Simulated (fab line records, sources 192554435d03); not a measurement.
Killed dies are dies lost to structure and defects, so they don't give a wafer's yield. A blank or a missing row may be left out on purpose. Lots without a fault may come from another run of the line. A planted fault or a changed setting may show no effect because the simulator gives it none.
Split-lot experiment | flow n5_finfet | 7 lots, 21 wafers read, on a route of 1938 steps

THE SPLIT
At N5_SD_EPI_N_EPI_21 (deposits Si:P, time 690 s), the setting time_s was moved away from the recipe's 690 s on 7 of the 21 wafers read, by -5.2% to +11.2%. The other wafers ran this setting at the recipe's value.

FROM THE SPLIT TO THE READING: what the file shows between them, 2 steps
- N5_SD_EPI_N_PRECLEAN_24: cleans in O3/DIW, time 60 s
- N5_SD_EPI_P_EPI_21: deposits SiGe:B, time 355 s

THE READING
Si-P_of_SD_EPI_N_EPI_21.thk_nm (the simulator's own value, which no gauge read), in nm, at N5_SD_EPI_P_HM_STRIP_48 (strips SiNx in H3PO4, material SiNx, target depth 3 nm). The file gives no usual value for it. The 14 wafers here that ran the recipe average 58.2 nm, standard deviation 0.89 nm.

wafer  | tool, chamber at the split | time_s as run, s | against the recipe | Si-P_of_SD_EPI_N_EPI_21.thk_nm, nm | against lot-mates on the recipe
L075.2 | epi_rpcvd-03, 0            | 690              | recipe             | 56.6                               | -
L075.3 | epi_rpcvd-03, 0            | 690              | recipe             | 57.4                               | -
L075.6 | epi_rpcvd-03, 0            | 690              | recipe             | 57.8                               | -
L076.1 | epi_rpcvd-02, 0            | 757.7            | +9.8%              | 61.6                               | +4.6
L076.2 | epi_rpcvd-02, 0            | 757.7            | +9.8%              | 61.6                               | +4.6
L076.3 | epi_rpcvd-02, 0            | 690              | recipe             | 57                                 | -
L077.1 | epi_rpcvd-02, 0            | 690              | recipe             | 58.8                               | -
L077.2 | epi_rpcvd-02, 0            | 690              | recipe             | 58.6                               | -
L077.3 | epi_rpcvd-02, 0            | 762.8            | +10.6%             | 64                                 | +5.3
L083.3 | epi_rpcvd-02, 0            | 767              | +11.2%             | 63.6                               | +5.2
L083.4 | epi_rpcvd-02, 0            | 690              | recipe             | 58.4                               | -
L083.5 | epi_rpcvd-02, 0            | 767              | +11.2%             | 63                                 | +4.6
L085.2 | epi_rpcvd-03, 0            | 654.3            | -5.2%              | 57                                 | -2.4
L085.4 | epi_rpcvd-03, 0            | 690              | recipe             | 59.4                               | -
L085.6 | epi_rpcvd-03, 0            | 654.3            | -5.2%              | 56.6                               | -2.8
L092.1 | epi_rpcvd-01, 0            | 690              | recipe             | 59.2                               | -
L092.3 | epi_rpcvd-01, 0            | 690              | recipe             | 59.6                               | -
L092.6 | epi_rpcvd-01, 0            | 690              | recipe             | 59                                 | -
L096.3 | epi_rpcvd-03, 0            | 690              | recipe             | 57.6                               | -
L096.4 | epi_rpcvd-03, 0            | 690              | recipe             | 57.8                               | -
L096.5 | epi_rpcvd-03, 0            | 690              | recipe             | 57.8                               | -

THE FIT
A straight line over all 21 wafers: Si-P_of_SD_EPI_N_EPI_21.thk_nm changes by +0.413 nm for each +1% of time_s; r = +0.92; the points scatter about the line by 0.9 nm.
The same after taking each lot's own level away (the mean of its wafers on the recipe; 21 wafers): +0.468 nm for each +1%; r = +0.99; scatter 0.29 nm.
On that fit, the largest move of time_s shifts the reading by 5.2 nm.
The lots' own levels span 57.00 to 59.40 nm, that is 2.7 times the standard deviation above.
So the lot-to-lot level changes the slope: the two fits differ.
Check: with one of the wafers moved furthest among these (+11.2%) left out of the fit, the line predicts +5.19 nm for it against its lot-mates. It came out at +5.2 nm against them.

OTHER SPLITS ON THESE WAFERS
These wafers also went through other splits before the reading. Each is held against what the fit with the lots' levels taken away leaves over:
other split on the same wafers        | wafers away from the commonest value | r with Si-P_of_SD_EPI_N_EPI_21.thk_nm (lot level and that fit taken away)
N5_WELL_APT_PEB_06 peb_time_s         | 3                                    | +0.13
N5_WELL_APT_DEVELOP_07 develop_time_s | 8                                    | -0.18
N5_WELL_APT_COAT_19 spin_rpm          | 4                                    | +0.20
N5_WELL_APT_PEB_23 peb_temp_c         | 4                                    | +0.23
N5_FIN_SAQP_PEB_14 peb_time_s         | 6                                    | +0.13
N5_DUMMY_GATE_PECVD_30 time_s         | 8                                    | -0.29
N5_DUMMY_GATE_COAT_28 spin_rpm        | 3                                    | -0.15

THE WHOLE CHAIN: every reading that the file lists as answering this split, in the file's order
step                    | what it does                                           | reading                                                                         | change (the file's fit)               | r (the file's)
N5_SD_EPI_N_EPI_21      | deposits Si:P, time 690 s                              | Si-P_of_SD_EPI_N_EPI_21.thk_nm (the simulator's own value, which no gauge read) | +0.477 nm for each +1% of the setting | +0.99
N5_SD_EPI_P_HM_STRIP_48 | strips SiNx in H3PO4, material SiNx, target depth 3 nm | Si-P_of_SD_EPI_N_EPI_21.thk_nm (the simulator's own value, which no gauge read) | +0.471 nm for each +1% of the setting | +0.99

THE FILE'S OWN FIT
Si-P_of_SD_EPI_N_EPI_21.thk_nm changes by +0.471 nm for each +1% of time_s, r = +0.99.
